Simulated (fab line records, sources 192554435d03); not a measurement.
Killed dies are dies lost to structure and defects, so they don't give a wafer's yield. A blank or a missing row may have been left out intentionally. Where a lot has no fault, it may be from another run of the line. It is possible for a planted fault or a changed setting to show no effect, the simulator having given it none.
Chamber matching + flow n5_finfet + N5_BEOL_M5_ETCH_75 on rie_diel-06 has 4 sister chambers
The step etches underlayer in N2/H2, target depth 6.5 nm, time 5.2 s. 14 wafers are shown with their chamber, then 7 later ones without.

## EACH WAFER AND ITS CHAMBER
| wafer  | chamber | throttle_valve_pct (%) | drypump_motor_current_A (A) | showerhead_plenum_p_Torr (Torr) |
|--------|---------|------------------------|-----------------------------|---------------------------------|
| L076.1 | 0       | 17.58                  | 5.2                         | 2.49                            |
| L076.2 | 2       | 17.66                  | 6.4                         | 2.43                            |
| L076.4 | 1       | 18.27                  | 5.6                         | 2.62                            |
| L079.1 | 1       | 18.30                  | 5.6                         | 2.62                            |
| L079.3 | 3       | 18.14                  | 5.5                         | 2.53                            |
| L079.5 | 3       | 18.13                  | 5.5                         | 2.53                            |
| L081.2 | 1       | 18.30                  | 5.6                         | 2.62                            |
| L081.5 | 0       | 17.59                  | 5.2                         | 2.48                            |
| L081.6 | 3       | 18.14                  | 5.4                         | 2.52                            |
| L086.2 | 3       | 18.16                  | 5.5                         | 2.52                            |
| L086.3 | 1       | 18.31                  | 5.6                         | 2.61                            |
| L086.4 | 2       | 17.69                  | 6.5                         | 2.42                            |
| L087.1 | 1       | 18.31                  | 5.6                         | 2.61                            |
| L087.4 | 2       | 17.67                  | 6.4                         | 2.42                            |

SIGNATURES (averages over the wafers above)
| reading                  | chamber 0 | chamber 1 | chamber 2 | chamber 3 | scatter within a chamber |
|--------------------------|-----------|-----------|-----------|-----------|--------------------------|
| throttle_valve_pct       | 17.5850   | 18.2980   | 17.6733   | 18.1425   | 0.0144                   |
| drypump_motor_current_A  | 5.200     | 5.600     | 6.433     | 5.475     | 0.0376                   |
| showerhead_plenum_p_Torr | 2.4850    | 2.6160    | 2.4233    | 2.5250    | 0.0058                   |
Rule: for each reading, subtract the chamber's mean from the wafer's reading, divide by that reading's scatter and square the result; add these up over the readings and take the root, which gives the wafer's distance from the chamber. The wafer belongs to the nearest chamber; if the next one is less than 2 further off, it can't be placed. How the scatter is found: for the shown wafers, subtract from each reading the mean of its chamber, square and add these, divide the total by (wafers less chambers), then take the root.

## WAFERS WITHOUT THEIR CHAMBER
| wafer  | throttle_valve_pct (%) | drypump_motor_current_A (A) | showerhead_plenum_p_Torr (Torr) |
|--------|------------------------|-----------------------------|---------------------------------|
| L087.6 | 18.17                  | 5.5                         | 2.52                            |
| L093.3 | 17.71                  | 6.4                         | 2.41                            |
| L093.4 | 17.64                  | 5.2                         | 2.48                            |
| L093.5 | 18.33                  | 5.6                         | 2.61                            |
| L096.2 | 18.17                  | 5.4                         | 2.51                            |
| L096.3 | 17.71                  | 6.4                         | 2.41                            |
| L096.6 | 18.20                  | 5.4                         | 2.51                            |

## WHICH CHAMBER EACH WENT THROUGH
| wafer  | from the rows above | in truth |
|--------|---------------------|----------|
| L087.6 | 3                   | 3        |
| L093.3 | 2                   | 2        |
| L093.4 | 0                   | 0        |
| L093.5 | 1                   | 1        |
| L096.2 | 3                   | 3        |
| L096.3 | 2                   | 2        |
| L096.6 | 3                   | 3        |
7 of 7 placed correctly. Left unplaced by these rows: 0. Number placed wrongly: 0.
